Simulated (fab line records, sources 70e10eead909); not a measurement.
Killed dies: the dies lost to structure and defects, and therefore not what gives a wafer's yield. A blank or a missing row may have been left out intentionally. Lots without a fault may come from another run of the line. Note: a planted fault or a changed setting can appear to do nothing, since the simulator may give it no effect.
The same fault as seen by 2 desks ; flow nand harc ; each desk holds nothing but its own numbers, with what lay behind them at the end

## DESK OF THE TOOL OWNER: litho track-06
The tool's own readings at NHARC_P_M0_PEB_07 (peb time 65 s): means of the sampled wafers that have a number, for each lot that ran on this tool. The brackets show how far a lot's mean lies from the usual mean; more than 4 standard deviations puts the lot out of limits, marked OUT.
Columns: A = heater power total W at NHARC_P_M0_PEB_07, usual 156.6 W; B = plate temp C at NHARC_P_M0_PEB_07, usual 100.00 C; C = resist line temp C at NHARC_P_M0_PEB_07, usual 23.00 C
lot;first seen here;A;B;C
L260;day 10 12:23;168.6 (+27) OUT;105.73 (+44) OUT;22.95
L261;day 10 20:41;168.9 (+28) OUT;105.79 (+45) OUT;22.96
L269;day 14 01:32;156.4;99.91;23.02
L270;day 14 15:29;156.8;100.07;23.08
L271;day 14 22:13;157.0;99.88;22.90
This desk's verdict: out of limits on L260, L261, starting with L260 at day 10 12:23 (heater power total W at NHARC_P_M0_PEB_07). In limits: L269, L270, L271.

## METROLOGY DESK
Means of the sampled wafers that have a number, per lot and without regard to the tool the lot ran on: this is what the gauges read. The brackets show how far a lot's mean lies from the usual mean; more than 4 standard deviations puts the lot out of limits, marked OUT.
Columns: A = cd nm at NHARC_P_M0_CD_MEAS_09, usual 89.9 nm
lot;first seen here;A
L250;day 6 07:29;90.2
L251;day 6 10:26;90.0
L252;day 6 21:55;90.0
L255;day 8 06:13;90.8
L260;day 10 12:28;108.1 (+32) OUT
L261;day 10 20:46;108.1 (+32) OUT
L265;day 12 06:55;89.6
L266;day 13 00:20;89.5
L268;day 13 14:06;90.6
L269;day 14 01:37;90.0
L270;day 14 15:34;90.8
L271;day 14 22:17;89.9
L272;day 15 03:17;89.4
L273;day 15 17:02;89.8
This desk's verdict: out of limits on L260, L261, starting with L260 at day 10 12:28 (cd nm at NHARC_P_M0_CD_MEAS_09). In limits: L250, L251, L252, L255, L265, L266, L268, L269, L270, L271, L272, L273.

## PUT TOGETHER
At day 10 12:23, on L260, L261, the tool owner's desk was in a position to raise an alarm.
At day 10 12:28 the metrology desk could have sounded an alarm, on L260, L261.
On litho track-06, each named lot ran NHARC_P_M0_PEB_07.

## WHAT THE SIMULATOR PUT IN
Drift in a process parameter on litho track-06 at NHARC_P_M0_PEB_07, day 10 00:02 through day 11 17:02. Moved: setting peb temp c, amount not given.
Lots struck among those shown: L260, L261.
Hours from the fault's start to each desk's first reading out of limits: the tool owner's desk, 12; the metrology desk, 12.
